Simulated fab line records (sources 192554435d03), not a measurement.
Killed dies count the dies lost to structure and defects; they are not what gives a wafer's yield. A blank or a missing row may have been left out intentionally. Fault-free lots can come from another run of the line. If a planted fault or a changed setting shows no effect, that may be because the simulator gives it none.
A lot that was struck, set against a sound lot | flow n5 finfet | 46 out of 1938 route steps
Sound: wafers L309.1, L309.3, L309.4. Struck: wafer L303.4. The cause is given at the end.
For every step that has rows: the tool of each side, followed by ch and its chambers, followed by its first start. Under that, the readings that differ: sound wafers | struck wafers | difference of the means | sigmas: that difference in standard deviations of wafers without a fault.
alike: words and numbers the same on both sides, and readings whose means are apart by under 2 such deviations; not compared: readings that were withheld, readings missing a value for some wafer, numbers with overlapping values and no deviation given by the record, and bounds like >300 which may hide the same value.
The two part at a step that has a row with sigmas, a row that says differs or no value, or rows on one side only. Numbers that have no deviation but don't overlap get no sigmas and don't part them. Lack of a reading on every wafer of one side parts them only where that side has two or more wafers.

first, 3 steps without rows for these wafers: N5_STI_FIN_REVEAL_ALD_14 (deposits Si3N4, target thk 3 nm); N5_STI_FIN_REVEAL_FCVD_FILL_01 (material SiO2 flowable, target thk 312 nm, time 512.2 s); N5_STI_FIN_REVEAL_DENSIFY_02 (time 1800 s).
N5_STI_FIN_REVEAL_CMP_04: polishes, stops on Si3N4, t overpolish 4 s, target thk 131.83 nm.
  sound on cmp-01 ch 0,2,3, day 5 22:23; struck on cmp-04 ch 1, day 4 08:53
  alike: motor current A, overpolish run s, time to endpoint s
N5_STI_FIN_REVEAL_THK_MEAS_05:
  sound on film metro-02, day 5 22:41; struck on film metro-02, day 4 09:08
  alike: thk nm
N5_STI_FIN_REVEAL_DENSIFY_30:
  sound on rtp anneal-02 ch 0, day 5 22:56; struck on rtp anneal-01 ch 0, day 4 09:16
  alike: lamp power pct
  not compared: wafer_temp_C_max
then, 6 steps without rows for these wafers: N5_STI_FIN_REVEAL_ETCHBACK_08 (etches SiO2 in C4F6/O2, target depth 30.5 nm, time 10.167 s); N5_STI_FIN_REVEAL_STRIP_24 (strips in N2/H2, time 90 s); N5_STI_FIN_REVEAL_PRECLEAN_25 (cleans in SPM, time 90 s); N5_STI_FIN_REVEAL_PRECLEAN_26 (cleans in SC1, time 45 s); N5_STI_FIN_REVEAL_PRECLEAN_29 (cleans in DHF, time 30 s); N5_STI_FIN_REVEAL_SRD_12 (time 30 s).
N5_STI_FIN_REVEAL_RECESS_09: chemistry HF/NH3, target SiO2, afs cycles 11, target depth 42.5 nm, sublimation time 60 s.
  sound on vapor etch-02 ch 0,1, day 5 23:28; struck on vapor etch-01 ch 1, day 4 10:10
  alike: drypump motor current A, foreline p Torr
then, 2 steps without rows for these wafers: N5_STI_FIN_REVEAL_STRIP_16 (strips SiNx in H3PO4, target depth 23.8 nm); N5_STI_FIN_REVEAL_PRECLEAN_17 (cleans in NF3:NH3, afs cycles 1, time 20 s, sublimation time 60 s).
N5_STI_FIN_REVEAL_ETCH_34: etches Si in H2, material Si, target depth 0.97 nm.
  sound on rie si-01 ch 0,2,3, day 6 01:35; struck on rie si-01 ch 0, day 4 11:44
  reading                | sound  | struck | difference | sigmas
  rf hours counter h (h) | 6 3 39 | 2      | -14        |
  alike: drypump motor current A, oes product au, throttle valve pct
N5_STI_FIN_REVEAL_OXIDATION_31: chemistry O2 PLASMA REMOTE, time 20 s.
  sound on plasma asher-01 ch 0,1, day 6 01:39; struck on plasma asher-02 ch 0, day 4 11:53
  reading                     | sound          | struck | difference | sigmas
  drypump motor current A (A) | 5.65 5.64 5.32 | 4.98   | -0.56      | -3
  alike: heater power w
  not compared: rf hours counter h
then, 6 steps without rows for these wafers: N5_STI_FIN_REVEAL_PRECLEAN_32 (cleans in NF3:NH3, afs cycles 1, time 20 s, sublimation time 60 s); N5_STI_FIN_REVEAL_STRIP_35 (strips Si3N4 in H3PO4, target depth 4 nm, time 39 s); N5_STI_FIN_REVEAL_SRD_21 (time 30 s); N5_STI_FIN_REVEAL_OXIDATION_33 (chemistry O2 PLASMA REMOTE, time 20 s); N5_STI_FIN_REVEAL_CLEAN_19 (cleans in O3/DIW, time 120 s); N5_STI_FIN_REVEAL_SRD_23 (time 30 s).
N5_STI_FIN_REVEAL_CD_MEAS_22: target cd 6.238 nm, pitch 28 nm.
  sound on cd sem-03, day 6 02:10; struck on cd sem-02, day 4 12:24
  alike: cd nm
N5_STI_FIN_REVEAL_FIN_H_MEAS_10:
  sound on ocd-02, day 6 02:11; struck on ocd-02, day 4 12:26
  reading              | sound          | struck | difference | sigmas
  trench depth nm (nm) | 50.9 52.5 51.0 | 49.2   | -2.3       | -3
then, 2 steps without rows for these wafers: N5_STI_FIN_REVEAL_PRECLEAN_18 (cleans in SC2, time 45 s); N5_STI_FIN_REVEAL_SRD_28 (time 30 s).
N5_STI_FIN_REVEAL_INSPECT_13: inspects for defects (darkfield).
  sound on defect inspect-02, day 6 02:17; struck on defect inspect-02, day 4 12:31
  alike: raw defect count
then, 6 steps without rows for these wafers: N5_DUMMY_GATE_PRECLEAN_00 (cleans in O3/DIW, time 60 s); N5_DUMMY_GATE_SRD_01 (time 30 s); N5_DUMMY_GATE_ALD_02 (deposits SiO2, target thk 2 nm, pulse time 1 s); N5_DUMMY_GATE_CVD_03 (deposits a-Si from SiH4, target thk 150 nm, time 8042 s); N5_DUMMY_GATE_PRECLEAN_46 (cleans in DIW, time 89.5 s); N5_DUMMY_GATE_SRD_47 (dry time 32 s).
N5_DUMMY_GATE_CMP_04: polishes a-Si.
  sound on cmp-03 ch 0,2,3, day 6 07:19; struck on cmp-02 ch 0, day 4 16:29
  alike: motor current A, time to endpoint s
N5_DUMMY_GATE_THK_MEAS_05:
  sound on film metro-01, day 6 07:33; struck on film metro-02, day 4 16:42
  alike: thk nm
then, 6 steps without rows for these wafers: N5_DUMMY_GATE_HM_DEP_06 (deposits SiNx from DCS/NH3, target thk 80 nm, time 5141 s); N5_DUMMY_GATE_PECVD_30 (deposits SiO2 from TEOS/O2, target thk 55 nm, time 10.8 s); N5_DUMMY_GATE_COAT_34 (time 60 s, resist thk 60 nm); N5_DUMMY_GATE_COAT_35 (time 60 s, resist thk 10 nm); N5_DUMMY_GATE_COAT_28 (time 60 s, resist thk 10 nm); N5_DUMMY_GATE_COAT_09 (resist thk 30 nm).
N5_SD_EPI_N_SD_RECESS_17: chemistry HBr/Cl2/O2, target depth 41 nm, time 23.7 s, bt time 3 s.
  sound on rie si-03 ch 0,1, day 6 18:13; struck on rie si-04 ch 0, day 5 00:52
  reading                                 | sound             | struck | difference | sigmas
  model.Si_of_WELL_APT_EPI_41.thk nm (nm) | 8.2 9 8.8         | 6.6    | -2.1       |
  model.etch.depth nm (nm)                | 41.85 40.81 40.79 | 43.22  | +2.07      |
  model.SD_EPI_N.feature depth nm (nm)    | 41.8 40.8 40.8    | 43.2   | +2.1       |
  alike: drypump motor current A, oes product au, throttle valve pct
  not compared: rf hours counter h
N5_SD_EPI_N_STRIP_18: strips in SPM, time 750 s.
  sound on wet bench-01 ch 1,2,4, day 6 18:24; struck on wet bench-06 ch 7, day 5 01:04
  reading                                 | sound       | struck | difference | sigmas
  model.Si_of_WELL_APT_EPI_41.thk nm (nm) | 7.8 8.8 8.4 | 6.4    | -1.9       |
-- record jumps: 5 days separate the struck wafers' starts on either side; left off in module SD_EPI_N, taken up again in module BEOL_M4, whose first shown step is the route's number 1111 --
N5_BEOL_M4_RC_MEAS_101:
  sound on prober-02 ch 0, day 11 23:39; struck on prober-02 ch 0, day 9 18:40
  reading        | sound             | struck | difference | sigmas
  CJ_N           | 4.44 4.33 4.33    | 4.58   | +0.21      | +3
  DIBL_N (mV/V)  | 38.4 35.9 35.9    | 39.6   | +2.9       | +2
  IOFF_N (nA/um) | 0.193 0.154 0.146 | 0.296  | +0.132     | +5
  ION_P (uA/um)  | 462 474 462       | 443    | -23        | -3
  SS_N (mV/dec)  | 71.1 72.1 71.3    | 76.6   | +5.1       | +9
  alike: DIBL_P, IOFF_P, ION_N, SS_P, VT_N, VT_P
then, 1 step without rows for these wafers: N5_PASSIVATION_PROBE_49.

== WHERE THEY PART ==
Last at N5_BEOL_M4_RC_MEAS_101 as far as this record goes, first at N5_STI_FIN_REVEAL_OXIDATION_31.

WHY: the cause the simulator had injected
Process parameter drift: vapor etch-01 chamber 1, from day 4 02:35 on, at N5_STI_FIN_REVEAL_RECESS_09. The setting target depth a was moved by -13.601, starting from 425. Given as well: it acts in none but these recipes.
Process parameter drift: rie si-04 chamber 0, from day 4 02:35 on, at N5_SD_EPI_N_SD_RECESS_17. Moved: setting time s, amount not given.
